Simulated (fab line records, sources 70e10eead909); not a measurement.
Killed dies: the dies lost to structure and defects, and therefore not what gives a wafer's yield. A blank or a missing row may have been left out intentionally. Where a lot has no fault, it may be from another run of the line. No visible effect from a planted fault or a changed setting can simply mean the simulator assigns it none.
Matching of chambers / flow nand_harc / NHARC_A_STAIRCASE_CMP_450 on cmp-04: 4 sister chambers
The step polishes SiO2, target thk 200 nm. 4 wafers are shown with their chamber, then 8 later ones without.

== WAFERS, EACH WITH ITS CHAMBER ==
wafer=L081.2; chamber=1; motor_current_A (A)=13.7
wafer=L084.3; chamber=3; motor_current_A (A)=12.0
wafer=L084.6; chamber=0; motor_current_A (A)=12.5
wafer=L086.3; chamber=2; motor_current_A (A)=12.0

== WAFERS WITH NO CHAMBER GIVEN ==
wafer=L086.5; motor_current_A (A)=13.2
wafer=L086.6; motor_current_A (A)=12.6
wafer=L087.1; motor_current_A (A)=12.5
wafer=L087.5; motor_current_A (A)=12.8
wafer=L087.6; motor_current_A (A)=13.5
wafer=L091.2; motor_current_A (A)=11.8
wafer=L091.4; motor_current_A (A)=12.8
wafer=L091.5; motor_current_A (A)=12.9

== CHAMBER TAKEN BY EACH ==
wafer=L086.5; from the rows above=can't be placed: 1 or 0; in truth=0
wafer=L086.6; from the rows above=can't be placed: 0 or 2 or 3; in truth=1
wafer=L087.1; from the rows above=can't be placed: 0 or 2 or 3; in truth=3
wafer=L087.5; from the rows above=can't be placed: 0 or 2 or 3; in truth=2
wafer=L087.6; from the rows above=1; in truth=1
wafer=L091.2; from the rows above=can't be placed: 2 or 3 or 0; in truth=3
wafer=L091.4; from the rows above=can't be placed: 0 or 2 or 3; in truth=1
wafer=L091.5; from the rows above=can't be placed: 0 or 1 or 2 or 3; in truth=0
Correct placement for 1 of the 8. Not placeable from these rows: 7 (in 5, the candidates include the true chamber). Number placed wrongly: 0.
How it was worked out, from the rows above alone: a wafer's distance from a chamber is the root of the sum, over the readings, of the square of ((its reading less the chamber's mean) divided by the reading's scatter). If the next closest chamber is less than 2 further off than the closest, the wafer can't be placed; otherwise it belongs to the closest. A chamber's mean is the mean of its shown wafers. The scatter (one wafer shown for each chamber): square how far every hidden wafer sits from the nearest shown wafer, average those squares and take the square root.
